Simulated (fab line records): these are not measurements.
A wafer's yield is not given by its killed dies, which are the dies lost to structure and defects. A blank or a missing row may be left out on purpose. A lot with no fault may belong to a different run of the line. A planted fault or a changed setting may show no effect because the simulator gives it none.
Chamber matching    flow n5 finfet    N5_SDB_CMP_30 on cmp-03 has 4 sister chambers
The step polishes, stops on poly-Si, t overpolish 1.54 s, target thk 30 nm. 20 wafers are shown with their chamber, then 10 later ones without.

EACH WAFER AND ITS CHAMBER
wafer   chamber  motor current A (A)  time to endpoint s (s)  overpolish run s (s)
L075.3  2        12.0                 17.6                    1.543
L075.4  0        11.2                 16.0                    1.549
L075.5  2        11.8                 14.7                    1.536
L076.2  3        13.6                 19.1                    1.537
L076.4  0        10.8                 21.3                    1.539
L076.6  2        12.5                 16.6                    1.555
L079.1  0        11.0                 17.3                    1.555
L079.4  1        11.6                 15.9                    1.564
L079.6  1        12.8                 17.6                    1.532
L084.3  3        14.1                 20.5                    1.530
L084.5  1        12.3                 19.1                    1.536
L084.6  0        11.6                 19.2                    1.544
L086.1  2        11.4                 14.5                    1.557
L086.2  1        12.3                 17.1                    1.539
L086.4  0        10.9                 19.5                    1.544
L087.2  3        14.1                 18.6                    1.538
L087.5  2        12.2                 15.7                    1.529
L087.6  1        11.4                 17.8                    1.544
L088.2  1        13.2                 15.0                    1.557
L088.3  2        11.9                 12.0                    1.538

SIGNATURES (means of the wafers above)
reading             chamber 0  chamber 1  chamber 2  chamber 3  scatter within a chamber
motor current A     11.100     12.267     11.967     13.933     0.475
time to endpoint s  18.660     17.083     15.183     19.400     1.74
overpolish run s    1.54620    1.54533    1.54300    1.53500    0.00996
Rule: for each reading, subtract the chamber's mean from the wafer's reading, divide by that reading's scatter and square the result; add these up over the readings and take the root, which gives the wafer's distance from the chamber. If the next closest chamber is less than 2 further off than the closest, the wafer can't be placed; otherwise it belongs to the closest. The scatter: the root of (the sum of the squares of (reading less its chamber's mean) over the shown wafers, divided by (wafers less chambers)).

WAFERS WHOSE CHAMBER IS MISSING
wafer   motor current A (A)  time to endpoint s (s)  overpolish run s (s)
L088.5  14.0                 16.4                    1.544
L091.4  12.4                 17.8                    1.545
L091.5  11.8                 15.0                    1.539
L091.6  12.6                 17.8                    1.546
L092.1  11.3                 21.7                    1.542
L092.4  11.9                 17.5                    1.540
L092.6  10.8                 19.7                    1.526
L097.1  12.2                 14.8                    1.554
L097.4  13.8                 18.4                    1.546
L097.5  13.7                 19.4                    1.537

CHAMBER TAKEN BY EACH
wafer   from the rows above           in truth
L088.5  can't be placed: 3 or 1       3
L091.4  can't be placed: 1 or 2       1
L091.5  can't be placed: 2 or 1       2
L091.6  can't be placed: 1 or 2       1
L092.1  can't be placed: 0 or 1       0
L092.4  can't be placed: 1 or 2 or 0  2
L092.6  can't be placed: 0 or 1 or 2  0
L097.1  can't be placed: 2 or 1       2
L097.4  3                             3
L097.5  3                             3
Correctly placed: 2 of 10. Not placeable from these rows: 8 (in 8, the candidates include the true chamber). 0 placed wrongly.
